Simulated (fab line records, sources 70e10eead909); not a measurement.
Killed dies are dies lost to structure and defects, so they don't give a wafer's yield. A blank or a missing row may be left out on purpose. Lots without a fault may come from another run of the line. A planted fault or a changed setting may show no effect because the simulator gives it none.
Chamber matching | flow nand_harc | NHARC_A_M1_DESCUM_14 on rie_diel-08: 4 sister chambers
The step chemistry O2, time 3 s. 8 wafers are shown with their chamber, then 9 later ones without.

WAFERS WITH THEIR CHAMBER
wafer  | chamber | oes_product_au (a.u.) | rf_vpp_V (V)
L084.5 | 2       | 1.006                 | 57.3
L084.6 | 1       | 1.002                 | 57.8
L091.2 | 3       | 0.993                 | 58.6
L091.3 | 0       | 0.989                 | 60.4
L091.6 | 0       | 1.001                 | 58.0
L093.2 | 2       | 0.989                 | 57.9
L093.3 | 1       | 1.000                 | 57.2
L093.5 | 3       | 0.993                 | 56.1

WAFERS WITHOUT THEIR CHAMBER
wafer  | oes_product_au (a.u.) | rf_vpp_V (V)
L094.1 | 0.998                 | 57.3
L094.3 | 0.989                 | 56.0
L094.6 | 0.991                 | 58.2
L095.1 | 0.981                 | 58.6
L095.4 | 0.958                 | 56.5
L095.5 | 0.974                 | 57.2
L096.1 | 0.969                 | 56.8
L096.3 | 0.974                 | 58.4
L096.4 | 0.984                 | 57.2

WHICH CHAMBER EACH WENT THROUGH
wafer  | from the rows above               | in truth
L094.1 | can't be placed: 2 or 1 or 3 or 0 | 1
L094.3 | can't be placed: 3 or 2 or 1 or 0 | 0
L094.6 | can't be placed: 3 or 0 or 2 or 1 | 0
L095.1 | can't be placed: 3 or 0 or 2 or 1 | 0
L095.4 | can't be placed: 3 or 2 or 0 or 1 | 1
L095.5 | can't be placed: 3 or 2 or 0 or 1 | 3
L096.1 | can't be placed: 3 or 2 or 0 or 1 | 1
L096.3 | can't be placed: 3 or 0 or 2 or 1 | 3
L096.4 | can't be placed: 3 or 2 or 0 or 1 | 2
Placed correctly: 0 of 9. Can't be placed from these rows: 9 (the true chamber is among the candidates in 9). Placed wrongly: 0.
How it was worked out, from the rows above alone: a wafer's distance from a chamber is the root of the sum, over the readings, of the square of ((its reading less the chamber's mean) divided by the reading's scatter). The wafer belongs to the nearest chamber; if the next one is less than 2 further off, it can't be placed. A chamber's mean is the mean of its shown wafers. The scatter: the root of (the sum of the squares of (reading less its chamber's mean) over the shown wafers, divided by (wafers less chambers)).
